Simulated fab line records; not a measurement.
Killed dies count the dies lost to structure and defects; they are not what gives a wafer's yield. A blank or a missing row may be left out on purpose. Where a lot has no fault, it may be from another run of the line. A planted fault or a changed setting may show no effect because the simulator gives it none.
Chamber matching + flow nand-harc + NHARC_A_ZERO_WELL_DESCUM_12 on rie-diel-12 has 4 sister chambers
The step chemistry O2, time 3 s. 8 wafers are shown with their chamber, then 6 later ones without.

== EACH WAFER AND ITS CHAMBER ==
| wafer  | chamber | showerhead-plenum-p-Torr (Torr) | drypump-motor-current-A (A) |
|--------|---------|---------------------------------|-----------------------------|
| L166.6 | 0       | 1.85                            | 5.5                         |
| L169.1 | 3       | 1.96                            | 5.7                         |
| L169.3 | 2       | 1.80                            | 5.7                         |
| L172.2 | 2       | 1.79                            | 5.7                         |
| L172.3 | 3       | 1.96                            | 5.7                         |
| L172.5 | 0       | 1.85                            | 5.5                         |
| L176.2 | 1       | 1.88                            | 5.7                         |
| L176.6 | 1       | 1.88                            | 5.6                         |

== WAFERS WITHOUT THEIR CHAMBER ==
| wafer  | showerhead-plenum-p-Torr (Torr) | drypump-motor-current-A (A) |
|--------|---------------------------------|-----------------------------|
| L181.2 | 1.85                            | 5.5                         |
| L181.3 | 1.95                            | 5.7                         |
| L181.6 | 1.79                            | 5.7                         |
| L183.3 | 1.96                            | 5.7                         |
| L183.5 | 1.79                            | 5.7                         |
| L183.6 | 1.96                            | 5.8                         |

== EACH ONE'S CHAMBER ==
| wafer  | from the rows above | in truth |
|--------|---------------------|----------|
| L181.2 | 0                   | 0        |
| L181.3 | 3                   | 3        |
| L181.6 | 2                   | 2        |
| L183.3 | 3                   | 3        |
| L183.5 | 2                   | 2        |
| L183.6 | 3                   | 3        |
Correctly placed: 6 of 6. Number that these rows cannot place: 0. Wrongly placed: 0.
How it was worked out, from the rows above alone: a wafer's distance from a chamber is the root of the sum, over the readings, of the square of ((its reading less the chamber's mean) divided by the reading's scatter). If the next closest chamber is less than 2 further off than the closest, the wafer can't be placed; otherwise it belongs to the closest. The mean given for a chamber averages the wafers shown for that chamber. The scatter: the root of (the sum of the squares of (reading less its chamber's mean) over the shown wafers, divided by (wafers less chambers)).
